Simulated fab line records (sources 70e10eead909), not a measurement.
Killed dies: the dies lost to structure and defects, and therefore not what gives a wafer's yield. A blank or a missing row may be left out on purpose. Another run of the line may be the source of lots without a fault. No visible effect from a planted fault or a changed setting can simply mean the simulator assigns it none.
fab line records	flow nand_harc
record: lots: 14	wafers: 42	last_day: 33
route steps=1302 shown A_DECK1_JOINT@542 A_ONON_D2@554 END@1302
lots that met no fault: taken from a fault-free run of the same line
start_h: start of the lot's first displayed wafer, in hours after the record's first day	wait_h: how many hours have passed since the lot's step before this one	" same as the row above	L1.1+2: a row that stands for several wafers	- no value, or no start given	* or withheld: withheld	< > ~ a bound
route shown NAME@n: a module of which the file shows steps, and the number in the route of the first	usual: mean and standard deviation over wafers with no fault	same: alike in all rows	chamber/n: place in a boat	sites: readings site by site	_std_site: how widely they spread, as a standard deviation	_edge_site: outer sites' mean less inner sites'	radius_mm: for every site, how far away it sits from the centre of the wafer	mask NAME#n: copy n	behind: the most recent tool/chamber to have shaped the wafer	hold: cause of the lot's hold/its duration in hours/its outcome	device: the transistor (n, p or np) that didn't switch	end of line: the same wafers' tests at the end of the route	where a step has no rows: the recipe by itself	killed: at the first sort, the dies lost to defects and structure; wafer yield is something else	map: a wafer's dies, marking killed ones x, the rest . and places with no die _
set.NAME: the setting that was run; set.NAME@STEP: the one run at that earlier step	model.NAME: the simulator's own value behind a step, which no gauge read
a sample of lots followed through the steps of the route, with each step as a table and each wafer as a row
services: when a tool's chamber went out of use (start_h, in hours from the record's first day, below 0 if earlier), for how many hours, and the reason
== steps ==
step: NHARC_A_DECK1_JOINT_DEP_16
recipe: target_thk_a: 450	temp_c: 400	pressure_torr: 6.5	rf_w: 900	teos_flow_sccm: 161.4	flow_sccm: 2650	target_thk_nm: 45	gas: O2	material: SiO2
usual: heater_power_w: 554/87	throttle_valve_pct: 16.1/0.52
lot.wafer	tool	chamber	start_h	wait_h	heater_power_w	throttle_valve_pct
L426.2	pecvd-02	1	273.44	0.1	485	16.0
L426.4	"	2	"	"	446	16.0
L426.5	"	0	"	"	580	15.9
L427.2	pecvd-01	0	273.46	0.1	543	15.7
L427.3	"	1	"	"	735	17.1
L427.6	"	1	"	"	717	17.2
L428.2	pecvd-01	2	294.42	0.1	500	17.2
L428.1	"	0	"	"	534	15.7
L428.3	"	1	"	"	617	17.2
L429.2	pecvd-04	0	311.19	0.1	496	16.4
L429.1	"	2	"	"	649	16.2
L429.5	"	1	"	"	693	14.9
L430.3	pecvd-02	2	311.24	0.1	500	16.0
L430.6	"	1	"	"	430	15.7
L430.4	"	2	"	"	509	16.2
L431.1	pecvd-04	1	327.47	0.1	714	14.9
L431.3	"	0	"	"	409	16.3
L431.4	"	2	"	"	713	16.6
L435.3	pecvd-01	2	353.62	0.1	512	16.3
L435.2	"	1	"	"	661	16.9
L435.4	"	2	"	"	522	16.4
L436.1	pecvd-02	2	384.53	0.1	491	16.0
L436.5	"	0	"	"	544	16.0
L436.6	"	1	"	"	521	16.0
L438.3	pecvd-02	0	391.19	0.1	575	16.4
L438.4	"	2	"	"	493	15.8
L438.6	"	0	"	"	574	16.1
L442.2	pecvd-02	0	431.09	0.1	618	15.7
L442.5	"	2	"	"	467	16.1
L442.6	"	0	"	"	612	16.0
L444.2	pecvd-02	2	456.20	0.1	474	16.2
L444.4	"	2	"	"	477	16.1
L444.5	"	0	"	"	533	16.1
L445.1	pecvd-04	1	463.72	0.1	702	15.4
L445.2	"	0	"	"	549	15.9
L445.5	"	0	"	"	553	15.9
L448.1	pecvd-02	1	499.12	0.1	533	16.3
L448.2	"	2	"	"	417	16.3
L448.4	"	2	"	"	431	16.3
L449.1	pecvd-02	2	501.94	0.1	522	16.5
L449.3	"	0	"	"	608	16.3
L449.5	"	0	"	"	605	16.3
step: NHARC_A_ONON_D2_THK_MEAS_14
recipe: thk_meas_gauge: ellipsometry
usual: thk_nm: 998/11
lot.wafer	tool	chamber	start_h	wait_h	thk_nm
L426.2	film_metro-01	-	276.60	-	994
L426.4	"	-	"	"	994
L426.5	"	-	"	"	995
L427.2	film_metro-01	-	276.73	-	992
L427.3	"	-	"	"	994
L427.6	"	-	"	"	992
L428.1	film_metro-02	-	297.58	-	1007
L428.2	"	-	"	"	1004
L428.3	"	-	"	"	1006
L430.3	film_metro-01	-	314.32	-	998
L430.4	"	-	"	"	996
L430.6	"	-	"	"	998
L429.1	film_metro-02	-	314.35	-	996
L429.2	"	-	"	"	995
L429.5	"	-	"	"	997
L431.1	film_metro-02	-	330.63	-	988
L431.3	"	-	"	"	989
L431.4	"	-	"	"	986
L435.2	film_metro-01	-	356.80	-	1013
L435.3	"	-	"	"	1013
L435.4	"	-	"	"	1014
L436.1	film_metro-01	-	387.69	-	1009
L436.5	"	-	"	"	1006
L436.6	"	-	"	"	1007
L438.3	film_metro-01	-	394.32	-	985
L438.4	"	-	"	"	986
L438.6	"	-	"	"	985
L442.2	film_metro-01	-	434.23	-	984
L442.5	"	-	"	"	988
L442.6	"	-	"	"	988
L444.2	film_metro-01	-	459.36	-	998
L444.4	"	-	"	"	996
L444.5	"	-	"	"	998
L445.1	film_metro-01	-	466.88	-	993
L445.2	"	-	"	"	991
L445.5	"	-	"	"	991
L448.1	film_metro-01	-	502.29	-	1010
L448.2	"	-	"	"	1008
L448.4	"	-	"	"	1009
L449.1	film_metro-01	-	505.09	-	1005
L449.3	"	-	"	"	1006
L449.5	"	-	"	"	1007
step: NHARC_A_ONON_D2_DEP_22
recipe: target_thk_a: 10000	n2_flow_sccm: 2750	n2o_flow_sccm: 2000	nh3_flow_sccm: 500	sih4_flow_sccm: 210	temp_c: 400
usual: n2o_flow_sccm: 1999/5.4	sih4_flow_sccm: 209.8/0.71
lot.wafer	tool	chamber	start_h	wait_h	n2o_flow_sccm	sih4_flow_sccm
L426.2	pecvd_onon-02	0	284.64	0.1	1996	209.0
L426.4	"	0	"	"	1992	209.1
L426.5	"	0	"	"	2006	209.2
L427.2	pecvd_onon-01	0	284.64	0.1	1993	209.1
L427.3	"	0	"	"	1991	211.3
L427.6	"	0	"	"	1996	209.6
L428.1	pecvd_onon-04	0	308.99	0.1	1997	209.2
L428.2	"	0	"	"	2001	209.0
L428.3	"	0	"	"	2007	209.0
L429.1	pecvd_onon-02	0	322.70	0.1	1999	211.1
L429.2	"	0	"	"	1997	210.3
L429.5	"	0	"	"	2006	210.5
L430.3	pecvd_onon-01	0	322.83	0.2	1998	210.9
L430.4	"	0	"	"	1993	210.6
L430.6	"	0	"	"	2003	211.3
L431.1	pecvd_onon-01	0	340.61	0.1	1998	208.6
L431.3	"	0	"	"	1992	208.3
L431.4	"	0	"	"	1995	209.5
L435.2	pecvd_onon-02	0	362.46	0.1	1997	209.5
L435.3	"	0	"	"	1998	210.9
L435.4	"	0	"	"	1995	209.8
L436.1	pecvd_onon-01	0	396.00	0.1	2012	210.3
L436.5	"	0	"	"	2007	210.1
L436.6	"	0	"	"	2003	210.0
L438.3	pecvd_onon-01	0	402.43	0.2	2001	210.6
L438.4	"	0	"	"	2000	210.3
L438.6	"	0	"	"	2009	210.1
L442.2	pecvd_onon-02	0	443.20	0.1	2007	210.7
L442.5	"	0	"	"	2001	209.7
L442.6	"	0	"	"	2012	210.5
L444.2	pecvd_onon-02	0	467.79	0.1	2006	209.6
L444.4	"	0	"	"	2002	210.1
L444.5	"	0	"	"	1997	209.0
L445.1	pecvd_onon-04	0	474.82	0.1	2006	208.9
L445.2	"	0	"	"	2001	208.7
L445.5	"	0	"	"	1997	209.5
L448.1	pecvd_onon-04	0	510.26	0.1	2001	210.0
L448.2	"	0	"	"	2005	210.8
L448.4	"	0	"	"	1996	210.1
L449.1	pecvd_onon-02	0	510.26	0.1	1989	210.2
L449.3	"	0	"	"	1993	209.8
L449.5	"	0	"	"	1981	210.0
step: NHARC_A_ONON_D2_THK_MEAS_24
recipe: thk_meas_gauge: ellipsometry
usual: thk_nm: 1002/11
lot.wafer	tool	chamber	start_h	wait_h	thk_nm
L427.2	film_metro-02	-	285.09	-	993
L427.3	"	-	"	"	991
L427.6	"	-	"	"	993
L426.2	film_metro-01	-	285.09	-	997
L426.4	"	-	"	"	995
L426.5	"	-	"	"	994
L428.1	film_metro-02	-	309.51	-	1008
L428.2	"	-	"	"	1008
L428.3	"	-	"	"	1009
L429.1	film_metro-02	-	323.20	-	1008
L429.2	"	-	"	"	1010
L429.5	"	-	"	"	1010
L430.3	film_metro-01	-	323.22	-	997
L430.4	"	-	"	"	994
L430.6	"	-	"	"	997
L431.1	film_metro-02	-	341.13	-	986
L431.3	"	-	"	"	985
L431.4	"	-	"	"	984
L435.2	film_metro-02	-	362.92	-	986
L435.3	"	-	"	"	986
L435.4	"	-	"	"	987
L436.1	film_metro-02	-	396.50	-	616
L436.5	"	-	"	"	617
L436.6	"	-	"	"	618
L438.3	film_metro-02	-	402.83	-	629
L438.4	"	-	"	"	630
L438.6	"	-	"	"	629
L442.2	film_metro-01	-	443.65	-	1010
L442.5	"	-	"	"	1009
L442.6	"	-	"	"	1008
L444.2	film_metro-02	-	468.24	-	999
L444.4	"	-	"	"	998
L444.5	"	-	"	"	997
L445.1	film_metro-01	-	475.33	-	989
L445.2	"	-	"	"	989
L445.5	"	-	"	"	988
L448.1	film_metro-02	-	510.77	-	1006
L448.2	"	-	"	"	1008
L448.4	"	-	"	"	1008
L449.1	film_metro-01	-	510.78	-	995
L449.3	"	-	"	"	995
L449.5	"	-	"	"	993
step: NHARC_END_SORT_01
recipe: temp_c: 25
usual: killed_at_array: 59/19	killed_at_other: 0.6/0.85	killed_at_periphery: 3.8/2.5	killed_dies: 64/19	killed_open: 3.3/1.8	killed_short: 2.2/1.6
same: gross_dies: 677
lot.wafer	tool	chamber	start_h	wait_h	killed_at_array	killed_at_other	killed_at_periphery	killed_dies	killed_open	killed_short
L436.1	prober-01	0	681.68	2.5	669	2	6	677	4	5
L436.5	prober-01	0	684.88	3.7	672	0	5	677	3	4
L436.6	prober-01	0	685.69	4.0	675	1	1	677	3	1
L438.3	prober-01	0	691.06	3.1	674	1	2	677	3	0
L438.4	prober-01	0	691.86	3.4	675	1	1	677	4	2
L438.6	prober-01	0	693.46	4.0	675	0	2	677	0	5
L442.2	prober-02	0	736.98	2.8	60	0	2	62	1	3
killed by level:class
L436.1 A_ONON_D2:area_dep=596 A_SLIT:chamber_film_flake=35 A_CHANNEL_HOLE_D1:chamber_film_flake=24 A_STAIRCASE:chamber_film_flake=7 P_GATE:chamber_film_flake=3 A_CHANNEL_FILL_D2:geometric_particle:short=2 P_STI:geometric_particle:open=1 P_CONTACT:geometric_particle:open=1
L436.5 A_ONON_D2:area_dep=595 A_CHANNEL_HOLE_D1:chamber_film_flake=31 A_SLIT:chamber_film_flake=30 A_STAIRCASE:chamber_film_flake=4 A_WL_FILL:chamber_film_flake=3 A_CHANNEL_HOLE_D1:geometric_particle:short=2 A_WL_FILL:geometric_particle:short=2 P_GATE:chamber_film_flake=2
L436.6 A_ONON_D2:area_dep=614 A_SLIT:chamber_film_flake=24 A_CHANNEL_HOLE_D1:chamber_film_flake=23 A_STAIRCASE:chamber_film_flake=5 A_DECK1_JOINT:chamber_film_flake=2 A_CHANNEL_HOLE_D1:geometric_particle:open=1 A_DECK1_JOINT:geometric_particle:open=1 A_WL_FILL:geometric_particle:short=1
L438.3 A_ONON_D2:area_dep=615 A_SLIT:chamber_film_flake=38 A_WL_FILL:chamber_film_flake=9 A_STAIRCASE:chamber_film_flake=3 P_GATE:chamber_film_flake=2 A_CHANNEL_HOLE_D1:chamber_film_flake=2 A_CONTACT:chamber_film_flake=2 A_WL_FILL:geometric_particle:open=1
L438.4 A_ONON_D2:area_dep=613 A_SLIT:chamber_film_flake=35 A_CONTACT:chamber_film_flake=9 A_CHANNEL_HOLE_D1:chamber_film_flake=8 A_SGD_CUT:geometric_particle:open=2 A_ONON_D1:geometric_particle:open=1 A_CHANNEL_FILL_D1:geometric_particle:short=1 A_CHANNEL_HOLE_D2:geometric_particle:short=1
L438.6 A_ONON_D2:area_dep=615 A_SLIT:chamber_film_flake=40 A_CONTACT:chamber_film_flake=4 A_ONON_D1:geometric_particle:short=3 A_CHANNEL_HOLE_D1:chamber_film_flake=3 A_DECK1_JOINT:chamber_film_flake=3 A_STAIRCASE:chamber_film_flake=3 A_WL_FILL:chamber_film_flake=2
L442.2 A_SLIT:chamber_film_flake=28 A_CHANNEL_HOLE_D1:chamber_film_flake=12 A_CONTACT:chamber_film_flake=6 A_ZERO_WELL:chamber_film_flake=4 A_STAIRCASE:chamber_film_flake=2 A_SGD_CUT:chamber_film_flake=2 A_CHANNEL_HOLE_D1:geometric_particle:short=1 A_CHANNEL_FILL_D1:geometric_particle:short=1
== services ==
tool	chamber	start_h	hours	kind
pecvd-01	-	266.43	0.6	repair
pecvd_onon-01	-	269.00	13.0	pm
pecvd-04	-	269.34	13.0	pm
pecvd-02	-	287.93	1.0	repair
pecvd-01	-	311.21	13.0	pm
pecvd_onon-04	-	311.91	13.0	pm
pecvd_onon-02	-	366.09	13.0	pm
pecvd-04	-	369.25	0.6	repair
pecvd-04	-	374.46	6.5	repair
pecvd-02	-	408.43	13.0	pm
pecvd-02	0	408.43	13.0	vent_cycle
pecvd-02	1	408.43	13.0	vent_cycle
pecvd-02	2	408.43	13.0	vent_cycle
pecvd-02	0	421.43	-	clean
pecvd-01	1	432.92	22.8	repair
pecvd_onon-04	-	434.90	2.4	repair
pecvd-04	0	443.30	8.6	repair
pecvd_onon-01	-	450.00	13.0	pm
pecvd_onon-02	-	450.14	14.9	repair
pecvd-04	-	450.34	13.0	pm
pecvd-01	1	484.64	6.0	repair
pecvd-01	-	492.21	13.0	pm
pecvd_onon-04	-	492.91	13.0	pm
pecvd_onon-01	-	507.90	2.5	repair
== key ==
first_sign: step: NHARC_A_ONON_D2_THK_MEAS_24	reading: thk_nm	direction: down	sigmas: 33	usual: 1002	struck: 623
effect: step: NHARC_END_SORT_01	reading: killed_dies	direction: up	sigmas: 33	usual: 64	struck: 677
more_kills_born_at: NHARC_A_ONON_D2_DEP_22@pecvd_onon-01: 3648
met_at NHARC_A_ONON_D2_DEP_22
struck_lots L436,L438
struck_wafers L436.1,L436.5,L436.6,L438.3,L438.4,L438.6
later_rows_left_out L436.1,L436.5,L436.6,L438.3,L438.4,L438.6
tester_left_out L436,L438
not_acting_at NHARC_A_DECK1_JOINT_DEP_16,NHARC_A_ONON_D2_THK_MEAS_14
onset_between 340.61 396.00
fault: kind: process_parameter_drift	tool: pecvd_onon-01	chamber: 0	onset_h: 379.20	steps: NHARC_A_ONON_D2_DEP_22	channel: target_thk_a	offset: *	shape: step	end_h: 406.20	acts_in: *	stated: *
tester_left_out: of these lots the tester's yield and bins aren't shown, on N5 and GAA mostly nor the transistor test; their killed dies are dies lost to structure and defects alone, not to doping, threshold or leakage, so they don't give the yield
later_rows_left_out: the simulator's readings of these wafers behind a module that went badly wrong aren't trusted and aren't shown, but for the sort
